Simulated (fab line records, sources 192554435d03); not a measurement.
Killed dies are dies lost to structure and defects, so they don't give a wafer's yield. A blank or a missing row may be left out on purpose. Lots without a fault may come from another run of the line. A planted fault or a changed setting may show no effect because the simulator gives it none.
One fault seen from 3 desks | flow n5_finfet | each desk has only its own numbers; what lay behind them comes last

THE METROLOGY DESK
What the gauges read, lot by lot, whatever tool the lot ran on: means of the sampled wafers that have a number. A lot is out of limits, marked OUT, if its mean lies more than 4 standard deviations from the usual mean; the brackets give that distance. Of its 12 readings 7 are shown: those that lie furthest out on some lot.
Columns: A = cd_nm at N5_SD_EPI_P_CD_MEAS_09, usual 239.9 nm; B = SD_P_BLK_OVL at N5_SD_EPI_P_OVL_MEAS_10, usual -0.3 nm; C = IOFF_P at N5_BEOL_M4_RC_MEAS_101, usual 0.21 nA/um; D = ION_N at N5_BEOL_M4_RC_MEAS_101, usual 670 uA/um; E = ION_P at N5_BEOL_M4_RC_MEAS_101, usual 461 uA/um; F = SS_N at N5_BEOL_M4_RC_MEAS_101, usual 71.4 mV/dec; G = VT_N at N5_BEOL_M4_RC_MEAS_101, usual 250.4 mV
lot  | first seen here | A     | B    | C    | D   | E   | F    | G
L966 | day 3 19:20     | 240.0 | -0.8 | 0.18 | 666 | 452 | 70.9 | 249.7
L968 | day 4 06:13     | 239.5 | -0.7 | 0.21 | 670 | 464 | 71.3 | 252.5
L981 | day 7 06:20     | 238.5 | -1.0 | 0.21 | 666 | 457 | 71.7 | 247.9
L983 | day 7 19:24     | 240.3 | -0.2 | 0.21 | 674 | 457 | 72.1 | 248.8
L986 | day 8 13:23     | 240.3 | -0.7 | 0.22 | 678 | 471 | 71.4 | 250.2
This desk's finding: nothing out of limits on any of the 5 lots.

THE DEFECT DESK
What the inspections along the route counted, lot by lot: means of the sampled wafers that have a number. A lot is out of limits, marked OUT, if its mean lies more than 4 standard deviations from the usual mean; the brackets give that distance.
Columns: A = raw_defect_count at N5_SD_EPI_P_INSPECT_11, usual 2.1
lot  | first seen here | A
L966 | day 3 19:23     | 1.7
L968 | day 4 06:16     | 2.0
L981 | day 7 06:24     | 3.0
L983 | day 7 19:30     | 1.3
L986 | day 8 13:26     | 0.7
This desk's finding: nothing out of limits on any of the 5 lots.

THE TOOL OWNER'S DESK: rie_diel-04
The tool's own readings at N5_SD_EPI_P_ETCHBACK_46 (etches SiNx in CH3F/O2, stops on SiO2, target depth 17.5 nm): means of the sampled wafers that have a number, for each lot that ran on this tool. A lot is out of limits, marked OUT, if its mean lies more than 4 standard deviations from the usual mean; the brackets give that distance.
Columns: A = O2_flow_sccm at N5_SD_EPI_P_ETCHBACK_46, usual 20.01 sccm; B = drypump_motor_current_A at N5_SD_EPI_P_ETCHBACK_46, usual 6.0 A; C = mfc_ar_sccm at N5_SD_EPI_P_ETCHBACK_46, usual 150.0 sccm; D = oes_product_au at N5_SD_EPI_P_ETCHBACK_46, usual 0.66 a.u.; E = rf_vpp_V at N5_SD_EPI_P_ETCHBACK_46, usual 298 V; F = showerhead_plenum_p_Torr at N5_SD_EPI_P_ETCHBACK_46, usual 1.98 Torr; G = throttle_valve_pct at N5_SD_EPI_P_ETCHBACK_46, usual 16.40 %
lot  | first seen here | A     | B   | C     | D    | E   | F    | G
L966 | day 3 20:39     | 20.06 | 6.2 | 150.0 | 0.65 | 297 | 1.92 | 16.27
L981 | day 7 06:56     | 20.02 | 5.8 | 149.8 | 0.62 | 296 | 1.94 | 16.24
This desk's finding: nothing out of limits on any of the 2 lots.

PUT TOGETHER
The metrology desk saw nothing out of limits.
The defect desk saw nothing out of limits.
The tool owner's desk saw nothing out of limits.

WHAT THE SIMULATOR HAD PUT IN
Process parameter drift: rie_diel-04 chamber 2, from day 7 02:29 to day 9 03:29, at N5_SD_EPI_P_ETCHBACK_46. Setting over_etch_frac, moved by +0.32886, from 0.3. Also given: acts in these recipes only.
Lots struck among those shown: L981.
